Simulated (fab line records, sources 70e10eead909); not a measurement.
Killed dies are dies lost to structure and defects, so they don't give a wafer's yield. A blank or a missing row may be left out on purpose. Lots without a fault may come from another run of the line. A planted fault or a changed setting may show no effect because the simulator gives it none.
Chamber matching | flow nand_harc | NHARC_A_CHANNEL_FILL_D1_ALD_14 on ald_hk-01: 4 sister chambers
The step deposits SiO2, target thk 2.5 nm, pulse time 10 s, ald cycles 25. 14 wafers are shown with their chamber, then 6 later ones without.

WAFERS WITH THEIR CHAMBER
wafer  | chamber | heater_power_w (W) | precursor_pulse_height_rel
L614.1 | 1       | 530                | 1.009
L614.4 | 2       | 458                | 1.030
L614.6 | 0       | 427                | 0.981
L615.4 | 1       | 531                | 0.993
L615.5 | 3       | 438                | 0.940
L615.6 | 2       | 470                | 1.024
L616.1 | 1       | 549                | 0.995
L616.3 | 0       | 432                | 0.999
L616.6 | 3       | 427                | 0.993
L619.2 | 2       | 461                | 0.994
L619.4 | 1       | 523                | 0.988
L619.6 | 0       | 439                | 0.986
L622.2 | 3       | 449                | 1.011
L622.4 | 1       | 582                | 0.988

SIGNATURES (means of the wafers above)
reading                    | chamber 0 | chamber 1 | chamber 2 | chamber 3 | scatter within a chamber
heater_power_w             | 432.67    | 543.00    | 463.00    | 438.00    | 16.3
precursor_pulse_height_rel | 0.98867   | 0.99460   | 1.01600   | 0.98133   | 0.0198
Rule: a wafer's distance from a chamber is the root of the sum, over the readings, of the square of ((its reading less the chamber's mean) divided by the reading's scatter). The wafer belongs to the nearest chamber; if the next one is less than 2 further off, it can't be placed. The scatter: the root of (the sum of the squares of (reading less its chamber's mean) over the shown wafers, divided by (wafers less chambers)).

WAFERS WITHOUT THEIR CHAMBER
wafer  | heater_power_w (W) | precursor_pulse_height_rel
L622.6 | 576                | 1.007
L624.2 | 452                | 1.033
L624.5 | 477                | 1.018
L634.3 | 592                | 1.005
L634.5 | 453                | 0.953
L634.6 | 482                | 0.981

WHICH CHAMBER EACH WENT THROUGH
wafer  | from the rows above               | in truth
L622.6 | 1                                 | 1
L624.2 | can't be placed: 2 or 0 or 3      | 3
L624.5 | 2                                 | 2
L634.3 | 1                                 | 1
L634.5 | can't be placed: 3 or 0 or 2      | 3
L634.6 | can't be placed: 2 or 3 or 0 or 1 | 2
Placed correctly: 3 of 6. Can't be placed from these rows: 3 (the true chamber is among the candidates in 3). Placed wrongly: 0.
